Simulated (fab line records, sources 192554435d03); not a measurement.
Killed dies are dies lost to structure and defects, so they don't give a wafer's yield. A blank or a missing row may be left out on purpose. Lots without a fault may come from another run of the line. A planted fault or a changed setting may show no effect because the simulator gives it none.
Tool commonality check | flow n5_finfet | 11 lots, 32 wafers sampled

WHY IT WAS OPENED
At N5_BEOL_M8_OVL_MEAS_12 the reading M8_OVL is flagged on 2 of 11 lots. Wafers without a fault read 0.2 nm, standard deviation 0.66.
Rule: a lot is flagged when every wafer of it that has a number lies more than 4 standard deviations from that mean, or none has a number. The other lots count as sound.

lot  | measured     | on         | M8_OVL (nm), wafer by wafer | flag
L817 | day 9 18:01  | overlay-01 | 1.0 0.7 0.8                 |
L822 | day 11 02:53 | overlay-02 | -0.6 -0.4 -0.1              |
L823 | day 11 07:53 | overlay-02 | 0.3 0.0 0.2                 |
L824 | day 11 08:40 | overlay-01 | 0.1 0.8 -0.3                |
L825 | day 11 09:35 | overlay-01 | 0.9 0.9 0.9                 |
L826 | day 11 20:28 | overlay-02 | 0.2 0.6 0.6                 |
L831 | day 13 16:46 | overlay-01 | 20.6 20.6 19.2              | FLAGGED
L835 | day 15 08:52 | overlay-01 | 20.5 20.5 20.5              | FLAGGED
L837 | day 15 09:13 | overlay-01 | -0.2 0.4 -0.2               |
L838 | day 16 07:04 | overlay-01 | 0.3 0.2 -0.6                |
L839 | day 16 07:16 | overlay-02 | 0.9 0.0                     |
The numbers of the flagged lots are 20.3 nm on average: +20.1 nm against the usual, or +30 standard deviations.

WHICH TOOL RAN EACH LOT
The record holds 2 process steps before the reading, out of a route of 1938 steps. In each cell: the tool, then ch and the chambers that the sampled wafers went through, then the start.
lot  | flag    | N5_BEOL_M8_CURE_74            | N5_BEOL_M8_EXPOSE_08
L817 |         | uv_cure-03 ch 0, day 9 15:11  | arfi_scanner-03 ch 0, day 9 17:52
L822 |         | uv_cure-03 ch 1, day 11 00:36 | arfi_scanner-01 ch 0, day 11 02:44
L823 |         | uv_cure-03 ch 2, day 11 05:58 | arfi_scanner-02 ch 0, day 11 07:44
L824 |         | uv_cure-02 ch 2, day 11 07:01 | arfi_scanner-03 ch 0, day 11 08:31
L825 |         | uv_cure-02 ch 1, day 11 08:25 | arfi_scanner-02 ch 0, day 11 09:25
L826 |         | uv_cure-02 ch 1, day 11 19:11 | arfi_scanner-03 ch 0, day 11 20:19
L831 | FLAGGED | uv_cure-03 ch 2, day 13 15:17 | arfi_scanner-02 ch 0, day 13 16:37
L835 | FLAGGED | uv_cure-03 ch 2, day 15 07:35 | arfi_scanner-02 ch 0, day 15 08:44
L837 |         | uv_cure-01 ch 1, day 15 07:44 | arfi_scanner-01 ch 0, day 15 09:03
L838 |         | uv_cure-03 ch 2, day 16 04:46 | arfi_scanner-01 ch 0, day 16 06:54
L839 |         | uv_cure-02 ch 2, day 16 04:46 | arfi_scanner-03 ch 0, day 16 07:06
What these steps do:
- N5_BEOL_M8_CURE_74: cures SiCOH lowk, time 240 s.
- N5_BEOL_M8_EXPOSE_08: exposes mask M8.
- N5_BEOL_M8_OVL_MEAS_12

FLAGGED OVER TOTAL, TOOL BY TOOL (the gauges that took the reading come last)
step                   | tool            | lots run | flagged | share of the flagged lots | sound lots run after its first flagged lot
N5_BEOL_M8_CURE_74     | uv_cure-01      | 1        | 0       | none                      | -
N5_BEOL_M8_CURE_74     | uv_cure-02      | 4        | 0       | none                      | -
N5_BEOL_M8_CURE_74     | uv_cure-03      | 6        | 2       | all                       | 1 (L838)
N5_BEOL_M8_EXPOSE_08   | arfi_scanner-01 | 3        | 0       | none                      | -
N5_BEOL_M8_EXPOSE_08   | arfi_scanner-02 | 4        | 2       | all                       | 0
N5_BEOL_M8_EXPOSE_08   | arfi_scanner-03 | 4        | 0       | none                      | -
N5_BEOL_M8_OVL_MEAS_12 | overlay-01      | 7        | 2       | all                       | 2 (L837,L838)
N5_BEOL_M8_OVL_MEAS_12 | overlay-02      | 4        | 0       | none                      | -

WHAT THE TABLE ALLOWS
3 rows of the table ran every flagged lot: uv_cure-03 at N5_BEOL_M8_CURE_74, arfi_scanner-02 at N5_BEOL_M8_EXPOSE_08, overlay-01 at N5_BEOL_M8_OVL_MEAS_12.
- uv_cure-03 at N5_BEOL_M8_CURE_74: 2 of its 6 lots flagged. Sound lots ran on it after the first flagged one (L838), which a lasting fault on the whole tool wouldn't allow.
- arfi_scanner-02 at N5_BEOL_M8_EXPOSE_08: 2 of its 4 lots flagged. Its last sound lot is L825 (day 11 09:25), its first flagged lot L831 (day 13 16:37): a fault that began between those two fits.
- overlay-01 at N5_BEOL_M8_OVL_MEAS_12: 2 of its 7 lots flagged. Sound lots ran on it after the first flagged one (L837, L838), which a lasting fault on the whole tool wouldn't allow.
One tool is left: arfi_scanner-02 at N5_BEOL_M8_EXPOSE_08.

WHAT THE SIMULATOR HAD PUT IN
Scanner matching overlay: arfi_scanner-02, from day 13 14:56 on, at N5_BEOL_M8_EXPOSE_08. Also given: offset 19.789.
Lots struck among those shown: L831, L835. The rule above found the same.
